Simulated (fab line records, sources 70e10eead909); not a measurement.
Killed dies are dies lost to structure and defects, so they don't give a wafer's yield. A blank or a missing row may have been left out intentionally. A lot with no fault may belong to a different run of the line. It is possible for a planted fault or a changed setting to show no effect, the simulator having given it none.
8D (eight disciplines) problem report, filled in by code -- flow nand harc -- the parts of the form that need people (team, actions taken, sign-off) are left out

## 1. WHAT IS WRONG
thk nm at NHARC_A_ONON_D1_THK_MEAS_08 reads a mean of 649 nm on 9 wafers of 3 lots; wafers without a fault read 1000 nm with a standard deviation of 12. Relative to the usual mean, that is a shift of -29 standard deviations.
The step: measures by ellipsometry.
First seen on wafer L939.1, day 10 19:19, on film metro-01. The record has a number at this step for 39 wafers belonging to 13 lots. The rule behind "out" and "out of limits": a value lying over 4 standard deviations away from the usual mean. The rest of the wafers with a number are treated as sound.

## 2. WHAT THIS IS AND IS NOT
question,is,is not
which readings at this step,thk nm,-
which lots,"L938, L939, L942","L927, L929, L932, L933, L934, L936, L945, L946, L947, L950"
which wafers of those lots,all that have a number,-
read on which gauges,film metro-01,film metro-02
when,from day 10 19:19,"up to then (18 sound wafers); but 12 sound wafers of L945, L946, L947, L950 came after"

## 3. THE SUSPECTS, EACH WITH WHAT RULES IT OUT
Counting: any tool at a process step up to the reading is kept as a suspect provided that every lot that is out went through it and no sound lot did after the first of them.
- the gauge at NHARC_A_ONON_D1_THK_MEAS_08 has been ruled out. All the wafers that are out were read on film metro-01, but those of them that NHARC_END_SORT_01 has rows for are out there too, on other tools.
- pecvd onon-03 at NHARC_A_ONON_D1_DEP_06 (target thk 1000 nm): kept. All lots that are out passed through it, beginning with L939 at day 10 18:48, and no sound lot followed; its final sound lot before that point was L933 at day 9 02:29.
After counting, what remains is pecvd onon-03 at NHARC_A_ONON_D1_DEP_06.

## 4. THE CAUSE (what the simulator had put in)
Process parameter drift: pecvd onon-03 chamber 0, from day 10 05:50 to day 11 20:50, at NHARC_A_ONON_D1_DEP_06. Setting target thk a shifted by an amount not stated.
After counting, this tool was the only one left.

## 5. SEQUENCE OF EFFECTS, ordered by route
Each row: a reading where the mean over the struck wafers with a number is more than 3 standard deviations away from the usual. Readings are gone through only where the record gives a usual standard deviation; hours: the median, over the lots, of the time from a lot's start at the first step in this table giving one to that lot's start at this step; sigmas: the change measured in usual standard deviations.
hours,step,reading,usual,on struck wafers,change,sigmas
0,NHARC_A_ONON_D1_THK_MEAS_08,thk nm,1000 nm,649,-351,-29
285,NHARC_END_SORT_01,killed at array,27,675,+648,+59
285,NHARC_END_SORT_01,killed dies,31,677,+646,+54

## 6. WHAT WOULD HAVE CAUGHT IT SOONER
13 hours passed between the start of the fault at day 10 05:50 and the first reading out of limits at a measuring or inspecting step in this record, taken at day 10 19:19.
Among the 3 lots that are out, L938, L942 began NHARC_A_ONON_D1_DEP_06 on pecvd onon-03 after day 10 19:19. A hold on the tool at that time would have spared those 2.
